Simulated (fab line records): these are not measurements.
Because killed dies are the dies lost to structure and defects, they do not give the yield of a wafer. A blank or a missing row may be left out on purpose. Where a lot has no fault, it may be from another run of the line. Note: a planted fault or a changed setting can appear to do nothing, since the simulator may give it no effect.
Matching of chambers ; flow n5 finfet ; 4 sister chambers for N5_DUMMY_GATE_ALD_02 on ald sin-02
The step deposits SiO2, target thk 2 nm, pulse time 1 s. 4 wafers are shown with their chamber, then 7 later ones without.

== WAFERS PAIRED WITH THEIR CHAMBERS ==
wafer;chamber;heater power outer w (W)
L081.3;1;312
L084.3;0;239
L085.3;2;226
L085.5;3;229

== WAFERS WITHOUT THEIR CHAMBER ==
wafer;heater power outer w (W)
L085.6;222
L086.2;237
L086.3;229
L086.6;235
L091.1;313
L091.4;238
L091.5;241

== THE CHAMBER EACH PASSED THROUGH ==
wafer;from the rows above;in truth
L085.6;can't be placed: 2 or 3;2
L086.2;0;0
L086.3;can't be placed: 3 or 2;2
L086.6;can't be placed: 0 or 3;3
L091.1;1;1
L091.4;0;0
L091.5;0;0
4 of 7 placed correctly. Cannot be placed on the basis of these rows: 3; the candidates contain the true chamber in 3. Placed wrongly: 0.
How it was worked out, from the rows above alone: a wafer's distance from a chamber is the root of the sum, over the readings, of the square of ((its reading less the chamber's mean) divided by the reading's scatter). The wafer belongs to the nearest chamber; if the next one is less than 2 further off, it can't be placed. A chamber's mean is the mean of its shown wafers. The scatter: root of mean squared gap, hidden wafer to nearest shown wafer, with one shown wafer a chamber.
